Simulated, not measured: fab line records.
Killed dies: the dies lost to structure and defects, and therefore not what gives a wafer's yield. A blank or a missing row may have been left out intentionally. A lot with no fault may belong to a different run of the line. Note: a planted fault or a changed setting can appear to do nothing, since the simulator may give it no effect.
Chamber matching + flow n5 finfet + N5_HKMG_FIN_ETCH_86 on rie diel-02: 4 sister chambers
The step etches SOC in N2/H2, stops on TiN, target depth 393.2 nm. 4 wafers are shown with their chamber, then 10 later ones without.

== WAFERS PAIRED WITH THEIR CHAMBERS ==
| wafer  | chamber | drypump motor current A (A) |
|--------|---------|-----------------------------|
| L087.1 | 3       | 6.8                         |
| L087.3 | 0       | 5.3                         |
| L088.3 | 1       | 5.6                         |
| L088.4 | 2       | 6.4                         |

== WAFERS WITH NO CHAMBER GIVEN ==
| wafer  | drypump motor current A (A) |
|--------|-----------------------------|
| L088.5 | 5.3                         |
| L094.1 | 6.8                         |
| L094.4 | 6.5                         |
| L094.6 | 5.3                         |
| L095.1 | 5.6                         |
| L095.4 | 6.8                         |
| L095.6 | 6.6                         |
| L097.3 | 5.6                         |
| L097.4 | 6.8                         |
| L097.6 | 6.8                         |

== EACH ONE'S CHAMBER ==
| wafer  | from the rows above     | in truth |
|--------|-------------------------|----------|
| L088.5 | 0                       | 0        |
| L094.1 | 3                       | 3        |
| L094.4 | 2                       | 2        |
| L094.6 | 0                       | 0        |
| L095.1 | 1                       | 1        |
| L095.4 | 3                       | 3        |
| L095.6 | can't be placed: 2 or 3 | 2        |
| L097.3 | 1                       | 1        |
| L097.4 | 3                       | 3        |
| L097.6 | 3                       | 3        |
Correctly placed: 9 of 10. These rows do not allow placing 1 (true chamber among the candidates in 1). Wrongly placed: 0.
How it was worked out, from the rows above alone: a wafer's distance from a chamber is the root of the sum, over the readings, of the square of ((its reading less the chamber's mean) divided by the reading's scatter). The wafer belongs to the nearest chamber; if the next one is less than 2 further off, it can't be placed. A chamber's mean is the mean of its shown wafers. The scatter: with one shown wafer a chamber, the root of the mean of the squares of how far each hidden wafer lies from its nearest shown one.
